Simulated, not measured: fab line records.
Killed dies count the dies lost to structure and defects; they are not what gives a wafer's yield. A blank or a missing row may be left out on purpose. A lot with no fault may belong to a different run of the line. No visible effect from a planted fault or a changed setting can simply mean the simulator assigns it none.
Which tool did it? / flow nand harc / Sampling: 6 lots, 18 wafers, 4 of 1302 route steps

## WHAT THE GAUGES READ, wafer by wafer
NHARC_A_BLC_CD_MEAS_10 targets a cd of 100 nm.
lot=L706; measured=day 25 13:55; on=cd sem-02; cd nm (nm)=100.4 101.0 100.8
lot=L704; measured=day 25 21:45; on=cd sem-01; cd nm (nm)=100.4 101.1 100.3
lot=L708; measured=day 27 18:37; on=cd sem-03; cd nm (nm)=100.5 100.2 99.7
lot=L711; measured=day 28 00:41; on=cd sem-03; cd nm (nm)=100.7 100.8 100.3
lot=L717; measured=day 31 04:28; on=cd sem-02; cd nm (nm)=100.5 100.3 100.9
lot=L718; measured=day 31 11:13; on=cd sem-03; cd nm (nm)=94.2 94.8 94.2

## WHICH TOOL RAN EACH LOT (tool, then ch and the chambers of the sampled wafers, then the start)
lot=L706; NHARC_A_CONTACT_ETCH_135=har cap etch-02 ch 0,1, day 25 08:55; NHARC_A_CONTACT_ETCH_98=rie diel-06 ch 0,2,3, day 25 13:50 or earlier; NHARC_A_BLC_PEB_08=litho track-04 ch 0, day 25 13:50
lot=L704; NHARC_A_CONTACT_ETCH_135=har cap etch-02 ch 0,1, day 25 16:54; NHARC_A_CONTACT_ETCH_98=rie diel-05 ch 1,2, day 25 18:43; NHARC_A_BLC_PEB_08=litho track-06 ch 0, day 25 21:40
lot=L708; NHARC_A_CONTACT_ETCH_135=har cap etch-01 ch 0,1, day 27 14:03; NHARC_A_CONTACT_ETCH_98=rie diel-05 ch 0,1,2, day 27 18:32 or earlier; NHARC_A_BLC_PEB_08=litho track-06 ch 0, day 27 18:32
lot=L711; NHARC_A_CONTACT_ETCH_135=har cap etch-01 ch 0,1, day 27 18:53; NHARC_A_CONTACT_ETCH_98=rie diel-06 ch 0,1,3, day 28 00:37 or earlier; NHARC_A_BLC_PEB_08=litho track-06 ch 0, day 28 00:37
lot=L717; NHARC_A_CONTACT_ETCH_135=har cap etch-02 ch 0,1, day 30 23:25; NHARC_A_CONTACT_ETCH_98=rie diel-06 ch 0,1,2, day 31 04:23 or earlier; NHARC_A_BLC_PEB_08=litho track-06 ch 0, day 31 04:23
lot=L718; NHARC_A_CONTACT_ETCH_135=har cap etch-03 ch 0,1, day 31 06:26; NHARC_A_CONTACT_ETCH_98=rie diel-06 ch 0,2,3, day 31 11:08 or earlier; NHARC_A_BLC_PEB_08=litho track-06 ch 0, day 31 11:08
- NHARC_A_CONTACT_ETCH_135: etches the open film in C4F8/O2/Ar, time 311 s, target depth 1912 nm.
- NHARC_A_CONTACT_ETCH_98: etches the open film in C4F6/O2, target depth 20 nm, time 10 s.
- NHARC_A_BLC_PEB_08: peb time 65 s.

## THE ANSWER, worked out from the rows above alone
Rule: usual is defined by the lots themselves. Put in order of their means at a reading, lots are off if they are a third of the lots or fewer, leave a main group of 4 or more, and stand apart from it by a gap of 3 or more times the standard deviation of the main group's means; of several such gaps the widest counts. Not used: any main group whose means are identical at the precision the tables above print for the reading. A lot without any number at a reading at which 4 lots or more have one is off too. Where the step has rows for the other lots, those lots are counted as sound.
Off: L718, at NHARC_A_BLC_CD_MEAS_10 (cd nm). The main group has a mean of 100.5 nm with a standard deviation of 0.2.
A tool fits if, at a process step before that reading, it ran every lot that is off, and no sound lot after the first of them. Those tools and the gauges at NHARC_A_BLC_CD_MEAS_10 are tried in the same way. NHARC_A_CONTACT_ETCH_98 gives no start for some lots, so the hours and the order of its lots are those of NHARC_A_BLC_PEB_08. Can't be told from this: 4 tools fit, har cap etch-03 at NHARC_A_CONTACT_ETCH_135, rie diel-06 at NHARC_A_CONTACT_ETCH_98, litho track-06 at NHARC_A_BLC_PEB_08, cd sem-03 at NHARC_A_BLC_CD_MEAS_10.

## WHAT HAD BEEN PUT IN BY THE SIMULATOR
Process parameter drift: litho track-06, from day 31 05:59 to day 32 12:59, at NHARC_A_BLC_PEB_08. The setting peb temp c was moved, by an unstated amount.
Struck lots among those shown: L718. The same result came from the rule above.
